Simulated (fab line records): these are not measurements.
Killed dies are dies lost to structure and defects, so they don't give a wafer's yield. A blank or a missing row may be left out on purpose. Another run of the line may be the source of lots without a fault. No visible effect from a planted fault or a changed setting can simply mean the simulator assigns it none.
fab line records	flow n5-finfet
record lots=24	wafers=72	last-day=18
route steps=1938 shown BEOL_M12@1636 BEOL_M13@1673
lots untouched by any fault: they come from a run of this same line in which no faults occurred
start-h: the number of hours between the record's first day and the start of the first shown wafer of the lot	wait-h: hours elapsed since this lot's preceding step	" repeats the value in the row above	L1.1+2: one row covering several wafers at once	- value missing, or start not given	* or withheld: withheld	< > ~ a bound
route shown NAME@n: a module of which the file shows steps, and the number in the route of the first	usual: mean and standard deviation over wafers with no fault	same: alike in all rows	chamber/n: place in a boat	sites: the reading at each site	_std_site: standard deviation across them	_edge_site: the outer-site mean with the inner-site mean subtracted	radius-mm: how far each site lies from the wafer's centre	mask NAME#n: copy n	behind: the last tool/chamber to shape the wafer	hold: why the lot went on hold/how many hours it stayed there/how the hold came to an end	device: the transistor (n, p or np) that didn't switch	end of line: the route-end tests of the same wafers	step lacking rows: just its recipe	killed: not the wafer's yield, but the dies lost to structure and defects at the first sort	map: a wafer's dies, marking killed ones x, the rest . and places with no die _
set.NAME: the setting that was run; set.NAME@STEP: the one run at that earlier step	model.NAME: the simulator's own value behind a step, which no gauge read
the route's steps for a sample of lots (tables are steps, rows are wafers)
services: when a tool's chamber went out of use (start-h, in hours from the record's first day, below 0 if earlier), for how many hours, and the reason
## steps
# step N5_BEOL_M12_ETCH_67
# recipe chemistry=CF4	target=SiARC	target-depth-a=1430	time-s=238.3	ion-energy-ev=80	pressure-mtorr=40	source-w=545	bias-w=36	Ar_flow_sccm=100	cf4-flow-sccm=100	ends=cleared
# usual bias-w=36.01/0.095	chamber-pressure-mTorr=40.01/0.035	drypump-motor-current-A=5.6/0.56	etch-rf-on-time-s=237/4	mfc-ar-sccm=100.0/0.32	oes-product-au=0.70/0.07	rf-vpp-V=183.9/1.2	showerhead-plenum-p-Torr=2.13/0.067	throttle-valve-pct=15.52/0.25
lot.wafer	tool	chamber	start-h	wait-h	bias-w	chamber-pressure-mTorr	drypump-motor-current-A	etch-rf-on-time-s	mfc-ar-sccm	oes-product-au	rf-hours-counter-h	rf-vpp-V	showerhead-plenum-p-Torr	throttle-valve-pct
L074.2	rie-diel-01	2	226.18	0.0	36.01	40.00	6.5	229	99.4	0.71	85	184.2	2.17	15.26
L074.4	"	1	"	"	36.13	40.05	5.1	237	100.4	0.63	178	183.9	2.13	15.58
L074.6	"	3	"	"	36.05	40.04	5.2	242	100.7	0.80	-	184.4	2.09	15.25
L075.1	rie-diel-05	2	251.82	0.0	36.17	39.94	5.5	235	100.2	0.80	12	184.6	2.18	15.08
L075.4	"	3	"	"	35.99	39.97	6.0	236	100.0	0.60	-	185.4	2.19	16.03
L075.6	"	2	"	"	36.10	39.91	5.5	234	100.2	0.80	-	185.2	2.18	15.07
L076.3	rie-diel-06	0	264.87	0.0	36.02	40.00	5.6	236	99.7	0.64	189	183.6	2.14	15.74
L076.5	"	0	"	"	35.99	39.90	5.6	234	100.2	0.65	-	183.6	2.14	15.73
L076.6	"	2	"	"	35.88	40.02	6.6	235	100.4	0.81	-	185.1	2.28	15.29
L077.2	rie-diel-06	2	265.90	0.0	36.01	40.05	6.7	236	99.7	0.81	21	185.3	2.28	15.28
L077.4	"	2	"	"	36.05	39.95	6.6	233	100.1	0.82	-	187.0	2.28	15.28
L077.5	"	0	"	"	36.14	40.00	5.6	235	100.8	0.64	-	184.2	2.14	15.76
L078.1	rie-diel-01	0	272.30	0.0	35.83	40.01	4.9	240	100.2	0.65	143	183.5	2.06	15.75
L078.3	"	1	"	"	36.10	40.04	5.1	237	100.1	0.61	194	184.7	2.12	15.60
L078.4	"	3	"	"	36.00	39.96	5.2	242	99.6	0.77	25	182.1	2.09	15.30
L080.2	rie-diel-01	1	288.71	0.0	35.97	40.04	5.1	238	100.7	0.60	200	184.2	2.12	15.62
L080.3	"	3	"	"	36.00	39.97	5.2	243	99.6	0.76	31	183.6	2.08	15.32
L080.6	"	2	"	"	35.79	39.97	6.4	231	100.2	0.68	-	184.6	2.17	15.31
L082.4	rie-diel-05	1	290.24	0.0	35.96	39.97	5.8	242	99.4	0.79	15	182.8	2.11	15.33
L082.5	"	1	"	"	36.03	40.00	5.7	240	100.1	0.80	-	181.5	2.11	15.36
L082.6	"	0	"	"	35.98	39.97	6.1	243	99.3	0.71	-	183.4	2.09	15.35
L079.1	rie-diel-01	1	290.25	0.0	35.94	40.00	5.1	237	99.9	0.61	200	183.0	2.12	15.63
L079.3	"	0	"	"	35.96	40.03	4.9	239	100.5	0.66	149	182.1	2.06	15.74
L079.4	"	3	"	"	36.05	40.00	5.2	242	100.1	0.77	31	183.5	2.08	15.32
L085.2	rie-diel-01	1	297.05	0.0	36.06	39.99	5.1	234	99.9	0.61	201	185.2	2.12	15.62
L085.3	"	3	"	"	35.96	40.03	5.2	238	99.5	0.76	33	185.2	2.08	15.32
L085.5	"	2	"	"	36.16	40.01	6.4	227	100.3	0.69	-	184.2	2.16	15.32
L081.3	rie-diel-01	3	297.54	0.0	36.17	40.06	5.2	240	99.8	0.76	33	185.2	2.08	15.31
L081.5	"	3	"	"	36.20	40.01	5.2	241	100.5	0.76	-	184.0	2.08	15.31
L081.6	"	0	"	"	35.91	39.99	4.9	237	99.9	0.65	-	183.9	2.06	15.76
L083.4	rie-diel-01	2	304.57	0.0	35.93	40.00	6.4	229	100.3	0.68	112	184.9	2.16	15.32
L083.5	"	1	"	"	35.95	39.99	5.1	234	99.8	0.61	-	182.9	2.12	15.63
L083.6	"	2	"	"	35.93	39.96	6.4	228	100.5	0.69	-	183.7	2.16	15.31
L084.3	rie-diel-06	1	306.66	0.0	35.81	39.98	4.9	239	99.9	0.61	206	182.2	2.06	16.08
L084.4	"	0	"	"	36.03	40.00	5.6	238	100.3	0.63	204	184.6	2.14	15.76
L084.5	"	2	"	"	35.98	40.01	6.6	239	100.5	0.77	-	184.3	2.27	15.32
L087.1	rie-diel-01	0	311.35	0.0	36.08	39.97	4.9	235	99.9	0.65	156	183.0	2.06	15.75
L087.3	"	2	"	"	35.90	40.02	6.4	228	100.5	0.69	116	184.4	2.16	15.32
L087.6	"	3	"	"	35.88	40.01	5.2	239	99.5	0.76	-	183.3	2.08	15.31
L088.2	rie-diel-01	3	315.06	0.0	35.76	40.01	5.2	243	99.6	0.75	40	184.3	2.08	15.32
L088.4	"	2	"	"	36.13	39.97	6.3	232	100.4	0.68	117	184.0	2.16	15.33
L088.5	"	3	"	"	35.87	39.96	5.2	244	100.1	0.75	-	182.7	2.08	15.32
L086.1	rie-diel-01	0	315.55	0.0	35.98	40.01	4.9	239	100.2	0.65	158	182.7	2.06	15.77
L086.3	"	3	"	"	36.06	39.98	5.2	242	100.0	0.75	41	183.9	2.08	15.34
L086.5	"	0	"	"	35.99	40.00	4.9	238	100.1	0.65	-	182.4	2.06	15.76
L089.4	rie-diel-05	2	331.47	0.1	36.07	40.00	5.5	234	100.1	0.75	-	185.2	2.17	15.14
L089.5	"	0	"	"	36.13	40.07	6.1	239	100.1	0.69	-	184.6	2.09	15.40
L089.6	"	1	"	"	36.24	39.94	5.7	241	99.9	0.77	-	183.3	2.10	15.39
L090.1	rie-diel-05	1	349.38	0.0	36.08	40.03	5.8	243	99.9	0.76	39	182.0	2.10	15.40
L090.3	"	3	"	"	36.04	40.00	6.1	231	100.2	0.84	1	184.3	2.18	15.55
L090.5	"	1	"	"	36.12	40.01	5.8	240	99.8	0.76	-	184.4	2.10	15.39
L093.2	rie-diel-05	1	355.77	0.0	36.06	39.98	5.8	244	100.0	0.75	43	183.0	2.10	15.40
L093.3	"	0	"	"	36.14	40.03	6.1	243	100.0	0.68	102	183.3	2.08	15.40
L093.5	"	3	"	"	36.12	40.03	6.1	235	100.0	0.82	-	184.1	2.18	15.59
L091.3	rie-diel-06	0	356.46	0.0	35.92	40.00	5.6	236	99.8	0.62	220	182.9	2.13	15.80
L091.5	"	3	"	"	36.05	40.01	5.4	241	99.5	0.72	-	184.7	2.27	15.50
L091.6	"	0	"	"	35.94	40.03	5.6	235	99.5	0.62	-	182.3	2.13	15.79
L092.2	rie-diel-05	0	361.36	0.0	36.03	40.04	6.1	241	99.7	0.68	104	182.3	2.08	15.40
L092.3	"	3	"	"	36.01	40.01	6.1	236	100.1	0.81	6	183.5	2.18	15.60
L092.6	"	3	"	"	36.06	40.05	6.1	235	99.9	0.81	-	185.8	2.18	15.58
L094.1	rie-diel-05	3	363.60	0.0	35.91	40.04	6.1	233	99.2	0.82	7	183.4	2.18	15.61
L094.5	"	0	"	"	36.05	40.03	6.1	239	100.2	0.69	-	183.6	2.08	15.40
L094.6	"	1	"	"	35.99	40.00	5.7	240	99.9	0.75	-	182.8	2.09	15.39
L095.1	rie-diel-06	0	385.97	0.0	35.86	39.99	5.6	234	99.7	0.61	230	182.9	2.13	15.82
L095.4	"	3	"	"	35.90	39.99	5.5	239	100.1	0.72	39	183.9	2.27	15.53
L095.5	"	3	"	"	36.04	39.99	5.5	240	100.2	0.72	-	186.2	2.26	15.52
L096.1	rie-diel-06	1	397.03	0.0	36.14	40.07	4.9	240	100.4	0.60	231	182.5	2.05	16.11
L096.2	"	0	"	"	36.05	40.00	5.6	239	99.7	0.61	233	184.5	2.13	15.83
L096.5	"	0	"	"	36.05	40.00	5.6	239	99.8	0.61	-	182.9	2.13	15.82
L097.2	rie-diel-06	2	398.01	0.0	36.11	39.92	6.6	237	99.9	0.75	66	185.8	2.26	15.37
L097.3	"	3	"	"	36.07	39.99	5.4	242	100.0	0.71	43	186.1	2.26	15.55
L097.5	"	0	"	"	35.89	39.96	5.6	239	100.0	0.61	-	182.8	2.13	15.82
# step N5_BEOL_M12_OCD_MEAS_35
# usual trench-depth-nm=319/3.5
lot.wafer	tool	chamber	start-h	wait-h	trench-depth-nm
L074.2	ocd-02	-	226.67	0.0	315
L074.4	"	-	"	"	315
L074.6	"	-	"	"	318
L075.1	ocd-01	-	252.30	0.0	324
L075.4	"	-	"	"	314
L075.6	"	-	"	"	324
L076.3	ocd-01	-	265.35	0.0	320
L076.5	"	-	"	"	319
L076.6	"	-	"	"	323
L077.2	ocd-01	-	266.38	0.0	318
L077.4	"	-	"	"	317
L077.5	"	-	"	"	321
L078.1	ocd-01	-	272.80	0.0	323
L078.3	"	-	"	"	318
L078.4	"	-	"	"	322
L080.2	ocd-02	-	289.19	0.0	317
L080.3	"	-	"	"	319
L080.6	"	-	"	"	319
L082.4	ocd-02	-	290.73	0.0	324
L082.5	"	-	"	"	324
L082.6	"	-	"	"	324
L079.1	ocd-01	-	290.73	0.0	317
L079.3	"	-	"	"	317
L079.4	"	-	"	"	319
L085.2	ocd-02	-	297.54	0.0	317
L085.3	"	-	"	"	323
L085.5	"	-	"	"	323
L081.3	ocd-02	-	298.03	0.0	321
L081.5	"	-	"	"	320
L081.6	"	-	"	"	321
L083.4	ocd-01	-	305.06	0.0	323
L083.5	"	-	"	"	318
L083.6	"	-	"	"	322
L084.3	ocd-02	-	307.15	0.0	318
L084.4	"	-	"	"	323
L084.5	"	-	"	"	320
L087.1	ocd-01	-	311.83	0.0	323
L087.3	"	-	"	"	320
L087.6	"	-	"	"	318
L088.2	ocd-01	-	315.55	0.0	323
L088.4	"	-	"	"	318
L088.5	"	-	"	"	323
L086.1	ocd-02	-	316.03	0.0	319
L086.3	"	-	"	"	322
L086.5	"	-	"	"	319
L089.4	ocd-01	-	331.89	0.0	325
L089.5	"	-	"	"	314
L089.6	"	-	"	"	316
L090.1	ocd-02	-	349.86	0.0	313
L090.3	"	-	"	"	322
L090.5	"	-	"	"	313
L093.2	ocd-01	-	356.26	0.0	314
L093.3	"	-	"	"	317
L093.5	"	-	"	"	322
L091.3	ocd-02	-	356.95	0.0	314
L091.5	"	-	"	"	317
L091.6	"	-	"	"	315
L092.2	ocd-01	-	361.84	0.0	317
L092.3	"	-	"	"	324
L092.6	"	-	"	"	322
L094.1	ocd-01	-	364.08	0.0	319
L094.5	"	-	"	"	315
L094.6	"	-	"	"	313
L095.1	ocd-01	-	386.46	0.0	321
L095.4	"	-	"	"	327
L095.5	"	-	"	"	321
L096.1	ocd-02	-	397.51	0.0	315
L096.2	"	-	"	"	317
L096.5	"	-	"	"	313
L097.2	ocd-02	-	398.49	0.0	324
L097.3	"	-	"	"	325
L097.5	"	-	"	"	317
# step N5_BEOL_M12_DEGAS_41
# recipe ambient=vacuum	temp-c=250	time-s=60
# usual heater-power-w=340/26
# same time-s=60
lot.wafer	tool	chamber	start-h	wait-h	heater-power-w
L074.2	pvd-sputter-03	-	229.10	0.3	345
L074.4	"	-	"	"	319
L074.6	"	-	"	"	332
L075.1	pvd-sputter-01	-	253.95	1.4	371
L075.4	"	-	"	"	323
L075.6	"	-	"	"	318
L076.3	pvd-sputter-03	-	266.81	0.5	357
L076.5	"	-	"	"	349
L076.6	"	-	"	"	338
L077.2	pvd-sputter-03	-	267.73	0.9	316
L077.4	"	-	"	"	333
L077.5	"	-	"	"	363
L078.1	pvd-sputter-03	-	275.98	0.4	357
L078.3	"	-	"	"	320
L078.4	"	-	"	"	349
L080.2	pvd-sputter-01	-	292.94	0.1	357
L080.3	"	-	"	"	293
L080.6	"	-	"	"	307
L082.4	pvd-sputter-02	-	292.96	0.0	353
L082.5	"	-	"	"	362
L082.6	"	-	"	"	304
L079.1	pvd-sputter-01	-	293.34	0.1	355
L079.3	"	-	"	"	297
L079.4	"	-	"	"	365
L085.2	pvd-sputter-03	-	300.24	0.3	358
L085.3	"	-	"	"	340
L085.5	"	-	"	"	344
L081.3	pvd-sputter-01	-	302.31	0.5	292
L081.5	"	-	"	"	364
L081.6	"	-	"	"	318
L083.4	pvd-sputter-02	-	307.27	0.5	381
L083.5	"	-	"	"	342
L083.6	"	-	"	"	362
L084.3	pvd-sputter-02	-	309.60	0.5	399
L084.4	"	-	"	"	346
L084.5	"	-	"	"	391
L087.1	pvd-sputter-03	-	312.60	0.2	325
L087.3	"	-	"	"	367
L087.6	"	-	"	"	351
L088.2	pvd-sputter-03	-	316.66	0.4	335
L088.4	"	-	"	"	347
L088.5	"	-	"	"	371
L086.1	pvd-sputter-01	-	317.24	0.5	358
L086.3	"	-	"	"	318
L086.5	"	-	"	"	320
L089.4	pvd-sputter-01	-	341.00	0.1	370
L089.5	"	-	"	"	360
L089.6	"	-	"	"	358
L090.1	pvd-sputter-03	-	350.90	0.2	319
L090.3	"	-	"	"	370
L090.5	"	-	"	"	320
L093.2	pvd-sputter-02	-	357.26	0.6	396
L093.3	"	-	"	"	347
L093.5	"	-	"	"	357
L091.3	pvd-sputter-02	-	357.82	0.6	355
L091.5	"	-	"	"	354
L091.6	"	-	"	"	346
L092.2	pvd-sputter-01	-	364.05	1.9	364
L092.3	"	-	"	"	293
L092.6	"	-	"	"	362
L094.1	pvd-sputter-01	-	364.57	0.1	359
L094.5	"	-	"	"	303
L094.6	"	-	"	"	312
L095.1	pvd-sputter-02	-	387.34	0.6	395
L095.4	"	-	"	"	306
L095.5	"	-	"	"	344
L096.1	pvd-sputter-01	-	397.98	0.2	355
L096.2	"	-	"	"	316
L096.5	"	-	"	"	356
L097.2	pvd-sputter-03	-	400.48	0.3	319
L097.3	"	-	"	"	332
L097.5	"	-	"	"	325
# step N5_BEOL_M12_ANNEAL_48
# recipe temp-c=225	time-s=90	ambient=N2
# usual wafer_temp_C_max=225.94/0.25
# same time-s=90
lot.wafer	tool	chamber	start-h	wait-h	wafer_temp_C_max
L074.2	rtp-anneal-02	0	229.65	0.1	225.97
L074.4	"	0	"	"	225.93
L074.6	"	0	"	"	226.03
L075.1	rtp-anneal-02	0	254.45	0.1	225.94
L075.4	"	0	"	"	226.16
L075.6	"	0	"	"	225.97
L076.3	rtp-anneal-01	0	267.44	0.2	225.89
L076.5	"	0	"	"	226.55
L076.6	"	0	"	"	226.69
L077.2	rtp-anneal-02	0	269.01	0.9	226.09
L077.4	"	0	"	"	225.87
L077.5	"	0	"	"	225.80
L078.1	rtp-anneal-02	0	277.01	0.6	225.74
L078.3	"	0	"	"	225.71
L078.4	"	0	"	"	225.43
L080.2	rtp-anneal-02	0	293.48	0.1	225.83
L080.3	"	0	"	"	225.97
L080.6	"	0	"	"	225.83
L082.4	rtp-anneal-02	0	293.84	0.4	225.80
L082.5	"	0	"	"	225.74
L082.6	"	0	"	"	226.23
L079.1	rtp-anneal-02	0	294.10	0.4	225.92
L079.3	"	0	"	"	225.71
L079.4	"	0	"	"	225.50
L085.2	rtp-anneal-02	0	300.79	0.1	225.75
L085.3	"	0	"	"	225.48
L085.5	"	0	"	"	225.54
L081.3	rtp-anneal-02	0	302.90	0.2	225.97
L081.5	"	0	"	"	225.59
L081.6	"	0	"	"	225.81
L083.4	rtp-anneal-01	0	307.91	0.2	226.00
L083.5	"	0	"	"	225.96
L083.6	"	0	"	"	225.93
L084.3	rtp-anneal-01	0	310.80	0.8	225.79
L084.4	"	0	"	"	226.04
L084.5	"	0	"	"	226.08
L087.1	rtp-anneal-02	0	313.52	0.5	225.79
L087.3	"	0	"	"	225.98
L087.6	"	0	"	"	225.79
L088.2	rtp-anneal-01	0	317.21	0.1	225.91
L088.4	"	0	"	"	225.95
L088.5	"	0	"	"	226.33
L086.1	rtp-anneal-01	0	317.74	0.1	226.14
L086.3	"	0	"	"	225.69
L086.5	"	0	"	"	226.74
L089.4	rtp-anneal-02	0	341.64	0.2	225.81
L089.5	"	0	"	"	225.72
L089.6	"	0	"	"	225.98
L090.1	rtp-anneal-02	0	351.40	0.1	226.22
L090.3	"	0	"	"	226.45
L090.5	"	0	"	"	226.11
L093.2	rtp-anneal-01	0	357.82	0.2	225.90
L093.3	"	0	"	"	225.98
L093.5	"	0	"	"	225.85
L091.3	rtp-anneal-01	0	358.60	0.3	226.01
L091.5	"	0	"	"	226.39
L091.6	"	0	"	"	225.90
L092.2	rtp-anneal-01	0	364.73	0.3	226.05
L092.3	"	0	"	"	225.69
L092.6	"	0	"	"	225.75
L094.1	rtp-anneal-01	0	365.07	0.1	225.90
L094.5	"	0	"	"	226.19
L094.6	"	0	"	"	225.69
L095.1	rtp-anneal-01	0	387.84	0.1	226.43
L095.4	"	0	"	"	226.17
L095.5	"	0	"	"	226.17
L096.1	rtp-anneal-01	0	398.48	0.1	225.99
L096.2	"	0	"	"	226.14
L096.5	"	0	"	"	226.08
L097.2	rtp-anneal-01	0	401.26	0.4	226.22
L097.3	"	0	"	"	225.88
L097.5	"	0	"	"	225.75
# step N5_BEOL_M13_ETCH_59
# recipe chemistry=N2/H2	target=BARC	target-depth-a=890	overetch-a=267	time-s=67.9	ion-energy-ev=200	pressure-mtorr=30	source-w=840	bias-w=150	n2-flow-sccm=200	h2-flow-sccm=200
# usual bias-w=150.0/0.41	chamber-pressure-mTorr=30.002/0.023	drypump-motor-current-A=5.8/0.38	h2-flow-sccm=199.9/0.59	oes-product-au=0.67/0.073	rf-vpp-V=523.8/2.6	showerhead-plenum-p-Torr=2.54/0.092	throttle-valve-pct=17.89/0.22
# same time-s=67.9
lot.wafer	tool	chamber	start-h	wait-h	bias-w	chamber-pressure-mTorr	drypump-motor-current-A	h2-flow-sccm	oes-product-au	rf-hours-counter-h	rf-vpp-V	showerhead-plenum-p-Torr	throttle-valve-pct
L074.2	rie-diel-03	2	231.02	0.0	150.1	29.980	6.0	199.1	0.64	180	520.8	2.44	18.05
L074.4	"	3	"	"	150.7	30.013	5.5	199.5	0.60	199	525.4	2.64	17.90
L074.6	"	0	"	"	149.7	29.979	5.9	199.4	0.72	-	520.9	2.46	17.68
L075.1	rie-diel-03	1	255.84	0.0	149.7	30.044	5.7	200.0	0.65	163	523.0	2.53	17.68
L075.4	"	3	"	"	150.2	30.006	5.5	200.9	0.60	206	526.0	2.64	17.92
L075.6	"	2	"	"	149.9	29.978	6.1	200.4	0.63	-	522.5	2.44	18.05
L076.3	rie-diel-03	3	268.91	0.0	150.1	29.977	5.5	200.2	0.59	210	525.6	2.63	17.92
L076.5	"	1	"	"	150.1	30.039	5.7	200.7	0.65	-	523.5	2.53	17.69
L076.6	"	0	"	"	149.7	30.022	5.9	201.1	0.70	-	520.8	2.46	17.68
L077.2	rie-diel-02	0	270.38	0.0	150.0	29.989	5.7	200.4	0.78	25	526.6	2.61	17.79
L077.4	"	1	"	"	149.4	30.002	6.4	199.3	0.80	13	522.6	2.49	17.48
L077.5	"	0	"	"	149.5	30.013	5.7	199.4	0.79	-	524.5	2.61	17.80
L078.1	rie-diel-02	0	278.37	0.0	149.9	29.987	5.7	199.5	0.77	26	524.6	2.61	17.81
L078.3	"	3	"	"	149.7	30.016	4.9	199.0	0.61	233	521.5	2.40	18.23
L078.4	"	1	"	"	149.4	30.006	6.3	199.5	0.80	14	523.1	2.49	17.47
L080.2	rie-diel-03	1	294.80	0.0	149.9	30.021	5.7	201.2	0.64	175	522.6	2.53	17.71
L080.3	"	0	"	"	150.3	30.005	5.9	199.6	0.69	85	522.1	2.46	17.71
L080.6	"	0	"	"	150.0	29.980	5.9	200.9	0.69	-	521.6	2.46	17.72
L082.4	rie-diel-04	3	295.11	0.0	150.5	30.008	6.3	200.3	0.70	-	527.4	2.68	17.99
L082.5	"	2	"	"	150.0	29.967	5.8	200.1	0.61	-	522.6	2.51	17.81
L082.6	"	1	"	"	150.3	29.992	5.2	199.8	0.80	-	524.8	2.61	17.73
L079.1	rie-diel-03	2	295.45	0.0	150.3	30.018	6.1	200.1	0.63	199	519.6	2.43	18.09
L079.3	"	1	"	"	150.1	30.003	5.7	199.0	0.63	175	524.4	2.53	17.70
L079.4	"	3	"	"	150.1	29.962	5.5	200.9	0.59	217	527.9	2.63	17.93
L085.2	rie-diel-02	0	302.22	0.0	149.6	29.979	5.7	200.1	0.76	35	525.7	2.61	17.83
L085.3	"	1	"	"	149.9	30.019	6.4	200.8	0.78	22	522.5	2.48	17.51
L085.5	"	2	"	"	150.1	30.010	5.9	200.7	0.63	-	524.0	2.53	18.23
L081.3	rie-diel-02	2	304.17	0.0	149.6	29.992	5.9	199.2	0.62	178	525.6	2.53	18.24
L081.5	"	1	"	"	150.2	30.017	6.4	199.8	0.78	-	522.7	2.48	17.50
L081.6	"	3	"	"	150.1	30.019	4.9	199.0	0.60	-	518.8	2.40	18.24
L083.4	rie-diel-02	1	309.33	0.0	149.7	30.019	6.4	200.2	0.77	-	521.7	2.48	17.52
L083.5	"	3	"	"	150.0	30.035	4.9	200.2	0.60	-	521.5	2.39	18.23
L083.6	"	2	"	"	149.9	29.979	5.9	200.2	0.62	-	525.1	2.53	18.24
L084.3	rie-diel-04	3	312.08	0.0	149.9	29.980	6.3	199.0	0.69	90	528.5	2.68	18.01
L084.4	"	2	"	"	149.6	29.975	5.8	199.6	0.61	-	523.0	2.51	17.82
L084.5	"	3	"	"	150.8	30.002	6.3	199.6	0.69	-	528.1	2.68	18.00
L087.1	rie-diel-03	2	315.96	0.0	150.5	30.035	6.1	199.4	0.62	205	521.7	2.43	18.09
L087.3	"	3	"	"	149.9	29.972	5.5	199.4	0.59	223	527.0	2.63	17.94
L087.6	"	2	"	"	149.9	30.034	6.1	200.1	0.63	-	519.0	2.43	18.08
L088.2	rie-diel-03	0	318.64	0.0	150.4	29.972	5.9	200.9	0.69	93	521.0	2.45	17.73
L088.4	"	3	"	"	149.0	30.022	5.6	199.5	0.59	224	526.2	2.63	17.95
L088.5	"	3	"	"	149.2	30.037	5.6	200.1	0.59	-	525.6	2.63	17.94
L086.1	rie-diel-03	1	319.21	0.0	150.5	29.999	5.7	199.3	0.63	182	525.7	2.52	17.73
L086.3	"	2	"	"	150.0	29.991	6.0	200.2	0.63	206	520.3	2.43	18.09
L086.5	"	1	"	"	150.2	29.968	5.7	200.0	0.63	-	524.3	2.53	17.71
L089.4	rie-diel-03	0	342.86	0.0	149.4	29.987	5.9	199.4	0.69	97	520.8	2.45	17.72
L089.5	"	1	"	"	150.4	29.964	5.7	200.8	0.63	-	523.7	2.52	17.72
L089.6	"	2	"	"	150.8	29.968	6.0	200.4	0.62	-	519.9	2.43	18.09
L090.1	rie-diel-04	2	352.88	0.0	150.1	30.024	5.8	200.9	0.60	217	522.6	2.51	17.85
L090.3	"	3	"	"	150.0	30.018	6.3	199.4	0.68	101	528.0	2.67	18.03
L090.5	"	0	"	"	149.9	29.974	5.5	199.4	0.82	-	528.3	2.72	17.79
L093.2	rie-diel-03	2	359.50	0.0	149.8	30.006	6.0	198.8	0.63	218	520.4	2.43	18.11
L093.3	"	0	"	"	150.7	30.018	5.9	199.9	0.69	101	521.2	2.45	17.73
L093.5	"	2	"	"	149.4	29.989	6.0	199.2	0.62	-	520.4	2.43	18.12
L091.3	rie-diel-04	2	360.05	0.0	149.2	30.031	5.8	200.2	0.60	219	525.0	2.51	17.85
L091.5	"	0	"	"	149.4	29.985	5.5	198.8	0.82	-	528.0	2.71	17.79
L091.6	"	3	"	"	150.1	29.970	6.3	200.8	0.68	-	526.7	2.67	18.03
L092.2	rie-diel-02	0	366.17	0.0	150.0	30.019	5.7	200.2	0.74	51	525.2	2.60	17.85
L092.3	"	3	"	"	150.2	29.992	4.9	199.6	0.82	8	528.3	2.71	17.79
L092.6	"	2	"	"	150.3	30.009	5.9	200.6	0.62	-	522.6	2.52	18.27
L094.1	rie-diel-02	3	366.56	0.0	150.4	30.017	4.9	199.5	0.81	8	528.1	2.71	17.79
L094.5	"	2	"	"	149.7	29.998	5.9	199.8	0.61	-	524.0	2.52	18.29
L094.6	"	1	"	"	150.2	29.975	6.3	199.9	0.74	-	521.5	2.47	17.52
L095.1	rie-diel-04	0	389.34	0.0	149.7	29.979	5.5	200.6	0.79	15	528.1	2.71	17.80
L095.4	"	1	"	"	150.3	30.032	5.2	199.7	0.75	38	525.9	2.60	17.74
L095.5	"	2	"	"	149.3	30.019	5.8	199.5	0.59	-	523.8	2.50	17.86
L096.1	rie-diel-04	3	399.85	0.0	149.6	30.019	6.3	200.5	0.67	115	527.0	2.67	18.05
L096.2	"	0	"	"	149.5	30.001	5.5	199.7	0.79	19	529.3	2.71	17.81
L096.5	"	0	"	"	149.6	30.036	5.5	200.2	0.79	-	528.6	2.71	17.83
L097.2	rie-diel-03	3	402.58	0.0	149.9	30.010	5.5	199.5	0.57	248	523.8	2.62	17.98
L097.3	"	2	"	"	150.6	29.967	6.0	200.4	0.61	230	519.4	2.42	18.13
L097.5	"	3	"	"	150.2	29.990	5.5	200.6	0.57	-	525.6	2.62	17.98
# step N5_BEOL_M13_OVL_MEAS_29
# recipe points-per-wafer=44
# usual M13_OVL=3/5.3
lot.wafer	tool	chamber	start-h	wait-h	M13_OVL[nm]
L074.2	overlay-01	0	231.87	0.0	-1
L074.4	"	0	"	"	6
L074.6	"	0	"	"	0
L075.1	overlay-02	0	256.69	0.0	-9
L075.4	"	0	"	"	6
L075.6	"	0	"	"	5
L076.3	overlay-02	0	269.80	0.0	12
L076.5	"	0	"	"	10
L076.6	"	0	"	"	-3
L077.2	overlay-01	0	271.27	0.0	-3
L077.4	"	0	"	"	2
L077.5	"	0	"	"	1
L078.1	overlay-01	0	279.22	0.0	-3
L078.3	"	0	"	"	8
L078.4	"	0	"	"	-2
L080.2	overlay-02	0	295.77	0.0	3
L080.3	"	0	"	"	-1
L080.6	"	0	"	"	3
L082.4	overlay-02	0	295.93	0.0	-1
L082.5	"	0	"	"	-5
L082.6	"	0	"	"	-3
L079.1	overlay-02	0	296.31	0.0	5
L079.3	"	0	"	"	9
L079.4	"	0	"	"	2
L085.2	overlay-02	0	303.08	0.0	0
L085.3	"	0	"	"	3
L085.5	"	0	"	"	5
L081.3	overlay-02	0	305.02	0.0	10
L081.5	"	0	"	"	13
L081.6	"	0	"	"	4
L083.4	overlay-02	0	310.16	0.0	-1
L083.5	"	0	"	"	-8
L083.6	"	0	"	"	6
L084.3	overlay-02	0	312.94	0.0	-8
L084.4	"	0	"	"	2
L084.5	"	0	"	"	3
L087.1	overlay-01	0	316.81	0.0	3
L087.3	"	0	"	"	7
L087.6	"	0	"	"	5
L088.2	overlay-01	0	319.50	0.0	1
L088.4	"	0	"	"	-1
L088.5	"	0	"	"	13
L086.1	overlay-02	0	320.19	0.0	6
L086.3	"	0	"	"	4
L086.5	"	0	"	"	12
L089.4	overlay-02	0	343.71	0.0	2
L089.5	"	0	"	"	5
L089.6	"	0	"	"	-5
L090.1	overlay-01	0	353.86	0.0	12
L090.3	"	0	"	"	0
L090.5	"	0	"	"	3
L093.2	overlay-02	0	360.35	0.0	-4
L093.3	"	0	"	"	2
L093.5	"	0	"	"	0
L091.3	overlay-02	0	360.90	0.0	2
L091.5	"	0	"	"	4
L091.6	"	0	"	"	-3
L092.2	overlay-02	0	367.02	0.0	3
L092.3	"	0	"	"	-2
L092.6	"	0	"	"	9
L094.1	overlay-01	0	367.41	0.0	8
L094.5	"	0	"	"	-1
L094.6	"	0	"	"	0
L095.1	overlay-01	0	390.32	0.0	4
L095.4	"	0	"	"	16
L095.5	"	0	"	"	11
L096.1	overlay-02	0	400.71	0.0	7
L096.2	"	0	"	"	10
L096.5	"	0	"	"	11
L097.2	overlay-02	0	403.56	0.0	4
L097.3	"	0	"	"	4
L097.5	"	0	"	"	0
## services
tool	chamber	start-h	hours	kind
rie-diel-04	0	204.06	8.8	repair
rie-diel-05	1	219.55	-	clean
rie-diel-05	-	220.37	0.1	repair
rie-diel-05	-	242.12	2.8	pm
rie-diel-05	0	249.32	13.7	repair
rie-diel-02	1	257.11	6.0	repair
rie-diel-01	1	266.36	5.0	repair
rie-diel-04	0	284.54	18.3	repair
rie-diel-02	3	293.80	6.4	repair
pvd-sputter-02	-	310.46	4.5	repair
rie-diel-03	0	318.87	4.7	repair
rie-diel-06	-	323.83	2.8	pm
pvd-sputter-02	-	324.98	1.7	repair
rie-diel-03	0	325.59	3.4	repair
pvd-sputter-03	-	330.58	2.5	repair
pvd-sputter-03	-	333.25	7.2	repair
pvd-sputter-02	-	343.85	3.3	repair
rie-diel-04	1	350.14	7.9	repair
rie-diel-06	1	353.19	3.7	repair
rie-diel-01	0	368.40	6.1	repair
rie-diel-04	0	378.54	9.7	repair
pvd-sputter-01	-	379.91	5.9	repair
pvd-sputter-02	-	392.32	6.4	repair
pvd-sputter-01	-	398.43	1.6	repair
## key
fault none
